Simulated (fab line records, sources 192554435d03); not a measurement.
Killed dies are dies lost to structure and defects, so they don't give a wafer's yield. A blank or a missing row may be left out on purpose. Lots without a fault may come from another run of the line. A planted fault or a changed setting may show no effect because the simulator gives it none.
Chamber matching | flow n5_finfet | N5_HKMG_FIN_ALD_21 on ald_metal-04: 4 sister chambers
The step deposits TiN, target thk 1.5 nm, pulse time 1 s, purge time 3 s. 8 wafers are shown with their chamber, then 8 later ones without.

WAFERS WITH THEIR CHAMBER
wafer  | chamber | heater_power_w (W) | precursor_pulse_height_rel
L404.5 | 0       | 917                | 1.015
L416.1 | 3       | 775                | 1.012
L416.5 | 1       | 822                | 1.001
L416.6 | 2       | 885                | 0.995
L421.2 | 3       | 782                | 1.037
L421.3 | 2       | 866                | 1.029
L421.4 | 0       | 918                | 1.001
L423.1 | 1       | 840                | 0.999

WAFERS WITHOUT THEIR CHAMBER
wafer  | heater_power_w (W) | precursor_pulse_height_rel
L423.5 | 891                | 1.017
L423.6 | 777                | 0.980
L425.1 | 832                | 0.976
L425.3 | 899                | 1.032
L425.4 | 760                | 0.997
L426.2 | 769                | 1.029
L426.4 | 899                | 0.986
L426.5 | 763                | 0.973

WHICH CHAMBER EACH WENT THROUGH
wafer  | from the rows above     | in truth
L423.5 | can't be placed: 2 or 0 | 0
L423.6 | 3                       | 3
L425.1 | 1                       | 1
L425.3 | can't be placed: 0 or 2 | 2
L425.4 | 3                       | 3
L426.2 | 3                       | 3
L426.4 | can't be placed: 0 or 2 | 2
L426.5 | 3                       | 3
Placed correctly: 5 of 8. Can't be placed from these rows: 3 (the true chamber is among the candidates in 3). Placed wrongly: 0.
How it was worked out, from the rows above alone: a wafer's distance from a chamber is the root of the sum, over the readings, of the square of ((its reading less the chamber's mean) divided by the reading's scatter). The wafer belongs to the nearest chamber; if the next one is less than 2 further off, it can't be placed. A chamber's mean is the mean of its shown wafers. The scatter: the root of (the sum of the squares of (reading less its chamber's mean) over the shown wafers, divided by (wafers less chambers)).
